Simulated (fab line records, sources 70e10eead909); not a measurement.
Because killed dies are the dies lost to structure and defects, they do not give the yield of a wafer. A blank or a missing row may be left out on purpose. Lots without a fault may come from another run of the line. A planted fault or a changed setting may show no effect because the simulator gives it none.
Comparing a struck lot with a sound one | flow nandHarc | 14 steps out of a route of 1302
Sound: wafers L450.1, L450.5, L450.6. Wafers L467.1, L467.5, L467.6 were the ones struck. At the end, the cause is stated.
For every step that has rows: the tool of each side, followed by ch and its chambers, followed by its first start. Under that, the readings that differ: sound wafers | struck wafers | difference of the means | sigmas: that difference in standard deviations of wafers without a fault.
alike: a reading whose means differ by less than 2 such deviations, as well as words and numbers matching on both sides. not compared: withheld readings; readings where some wafer has no value; bounds like >300 that might hide an equal value; numbers whose values overlap and for which the record gives no deviation.
Wherever a step has rows on one side only, a row that says differs or no value, or a row with sigmas, the two part there. Numbers that don't overlap but have no deviation are shown without sigmas and don't part them. A reading that every wafer of one side lacks parts them only if that side has two wafers or more.

first, 7 steps without rows for these wafers: NHARC_A_M1_COAT_34 (time 65 s); NHARC_A_M1_COAT_03 (resist thk 90 nm); NHARC_A_M1_SOFTBAKE_04 (time 55 s); NHARC_A_M1_EBR_05; NHARC_A_M1_EXPOSE_06 (exposes mask A M1, target cd 120 nm); NHARC_A_M1_PEB_07 (peb time 65 s); NHARC_A_M1_DEVELOP_08 (develop time 35 s).
NHARC_A_M1_CD_MEAS_09 targets a cd of 120 nm.
  sound on cdSem-01 ch 0, day 24 08:30; struck on cdSem-02 ch 0, day 32 03:32
  alike: cdNm
NHARC_A_M1_OVL_MEAS_10: pitch 240 nm.
  sound: overlay-01 at day 24 08:35; struck: overlay-02 at day 32 03:37
  alike: overlayXNm, overlayYNm
NHARC_A_M1_INSPECT_11:
  sound: defectInspect-01 at day 24 08:37; struck: defectInspect-01 at day 32 03:39
reading        | sound       | struck   | difference | sigmas
rawDefectCount | 102 111 121 | 27 29 22 | -85        | -3
NHARC_A_M1_DESCUM_14: chemistry O2, time 3 s.
  sound on rieDiel-08 ch 1,2, day 24 08:42; struck on rieDiel-12 ch 2,3, day 32 03:43
  alike: drypumpMotorCurrentA, oesProductAu, rfVppV, showerheadPlenumPTorr, throttleValvePct
  not compared: rfHoursCounterH
NHARC_A_M1_ETCH_35: etches the open film in N2/H2, target depth 40 nm, overetch 12 nm, time 43.94 s.
  sound on rieDiel-08 ch 1,2,3, day 24 08:47; struck on rieDiel-12 ch 1,2,3, day 32 03:49
  alike: drypumpMotorCurrentA, oesProductAu, rfFwdPowerW, rfVppV, showerheadPlenumPTorr, throttleValvePct
  not compared: rfHoursCounterH
NHARC_A_M1_ETCH_15: etches the open film in C4F8/Ar, target depth 182.5 nm, time 91.2 s.
  sound on rieDiel-08 ch 1,2,3, day 24 08:55; struck on rieDiel-12 ch 0,1,3, day 32 03:55
reading             | sound             | struck            | difference | sigmas
oesProductAu (a.u.) | 0.965 0.939 0.962 | 0.843 0.844 0.812 | -0.122     | -5
rfFwdPowerW (W)     | 591.4 596.0 596.9 | 497.9 501.7 500.6 | -94.7      | -50
  alike: rfVppV
  not compared: rfHoursCounterH
NHARC_A_M1_CD_MEAS_16:
  sound: cdSem-01 at day 24 09:02; struck: cdSem-01 at day 32 04:02
  alike: cdNm

== WHERE THEY PART ==
First at NHARC_A_M1_INSPECT_11; last, within this record, at NHARC_A_M1_ETCH_15. Later steps at which nothing parts them and some readings are alike: NHARC_A_M1_CD_MEAS_16.

WHY: what had been put in by the simulator
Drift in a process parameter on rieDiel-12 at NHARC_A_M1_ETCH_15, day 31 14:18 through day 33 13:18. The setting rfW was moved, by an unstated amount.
